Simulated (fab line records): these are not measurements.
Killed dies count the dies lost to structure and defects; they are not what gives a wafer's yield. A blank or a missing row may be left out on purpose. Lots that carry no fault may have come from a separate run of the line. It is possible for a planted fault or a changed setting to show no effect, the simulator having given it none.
Matching of chambers / flow nandHarc / 4 sister chambers for NHARC_P_BONDPAD_CMP_32 on cmp-03
The step polishes SiCN, target thk 200 nm. 18 wafers are shown with their chamber, then 9 later ones without.

## WAFERS WITH THEIR CHAMBER
wafer=L618.3; chamber=0; motorCurrentA (A)=10.5; retainingRingPressureFrac=1.004
wafer=L618.4; chamber=2; motorCurrentA (A)=11.6; retainingRingPressureFrac=1.008
wafer=L618.6; chamber=0; motorCurrentA (A)=10.6; retainingRingPressureFrac=1.000
wafer=L621.1; chamber=2; motorCurrentA (A)=11.4; retainingRingPressureFrac=0.995
wafer=L621.3; chamber=0; motorCurrentA (A)=10.4; retainingRingPressureFrac=1.004
wafer=L621.6; chamber=1; motorCurrentA (A)=12.0; retainingRingPressureFrac=0.995
wafer=L626.3; chamber=2; motorCurrentA (A)=11.6; retainingRingPressureFrac=1.003
wafer=L626.4; chamber=1; motorCurrentA (A)=12.7; retainingRingPressureFrac=1.004
wafer=L626.6; chamber=1; motorCurrentA (A)=11.5; retainingRingPressureFrac=1.015
wafer=L628.2; chamber=1; motorCurrentA (A)=12.1; retainingRingPressureFrac=0.999
wafer=L628.5; chamber=1; motorCurrentA (A)=11.7; retainingRingPressureFrac=1.001
wafer=L628.6; chamber=0; motorCurrentA (A)=11.1; retainingRingPressureFrac=0.989
wafer=L629.1; chamber=0; motorCurrentA (A)=10.7; retainingRingPressureFrac=1.005
wafer=L629.2; chamber=1; motorCurrentA (A)=11.3; retainingRingPressureFrac=0.994
wafer=L629.6; chamber=0; motorCurrentA (A)=10.6; retainingRingPressureFrac=1.001
wafer=L631.2; chamber=3; motorCurrentA (A)=14.1; retainingRingPressureFrac=0.995
wafer=L631.3; chamber=2; motorCurrentA (A)=11.1; retainingRingPressureFrac=1.000
wafer=L631.6; chamber=3; motorCurrentA (A)=12.7; retainingRingPressureFrac=0.996

SIGNATURES (means of the wafers above)
reading=motorCurrentA; chamber 0=10.650; chamber 1=11.883; chamber 2=11.425; chamber 3=13.400; scatter within a chamber=0.438
reading=retainingRingPressureFrac; chamber 0=1.00050; chamber 1=1.00133; chamber 2=1.00150; chamber 3=0.99550; scatter within a chamber=0.00633
Rule: a wafer's distance from a chamber is the root of the sum, over the readings, of the square of ((its reading less the chamber's mean) divided by the reading's scatter). If the next closest chamber is less than 2 further off than the closest, the wafer can't be placed; otherwise it belongs to the closest. The scatter: the root of (the sum of the squares of (reading less its chamber's mean) over the shown wafers, divided by (wafers less chambers)).

## WAFERS WITHOUT THEIR CHAMBER
wafer=L632.4; motorCurrentA (A)=11.2; retainingRingPressureFrac=1.007
wafer=L632.5; motorCurrentA (A)=10.4; retainingRingPressureFrac=0.998
wafer=L632.6; motorCurrentA (A)=13.5; retainingRingPressureFrac=1.001
wafer=L637.2; motorCurrentA (A)=11.3; retainingRingPressureFrac=1.005
wafer=L637.5; motorCurrentA (A)=11.2; retainingRingPressureFrac=1.004
wafer=L637.6; motorCurrentA (A)=13.3; retainingRingPressureFrac=0.987
wafer=L639.2; motorCurrentA (A)=14.0; retainingRingPressureFrac=1.005
wafer=L639.4; motorCurrentA (A)=11.6; retainingRingPressureFrac=0.993
wafer=L639.6; motorCurrentA (A)=11.0; retainingRingPressureFrac=0.994

## WHICH CHAMBER EACH ONE RAN IN
wafer=L632.4; from the rows above=can't be placed: 2 or 0 or 1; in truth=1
wafer=L632.5; from the rows above=can't be placed: 0 or 2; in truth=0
wafer=L632.6; from the rows above=3; in truth=3
wafer=L637.2; from the rows above=can't be placed: 2 or 1 or 0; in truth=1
wafer=L637.5; from the rows above=can't be placed: 2 or 0 or 1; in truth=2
wafer=L637.6; from the rows above=3; in truth=3
wafer=L639.2; from the rows above=3; in truth=3
wafer=L639.4; from the rows above=can't be placed: 2 or 1 or 0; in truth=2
wafer=L639.6; from the rows above=can't be placed: 0 or 2 or 1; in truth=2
3 of 9 placed correctly. Cannot be placed on the basis of these rows: 6; the candidates contain the true chamber in 6. 0 placed wrongly.
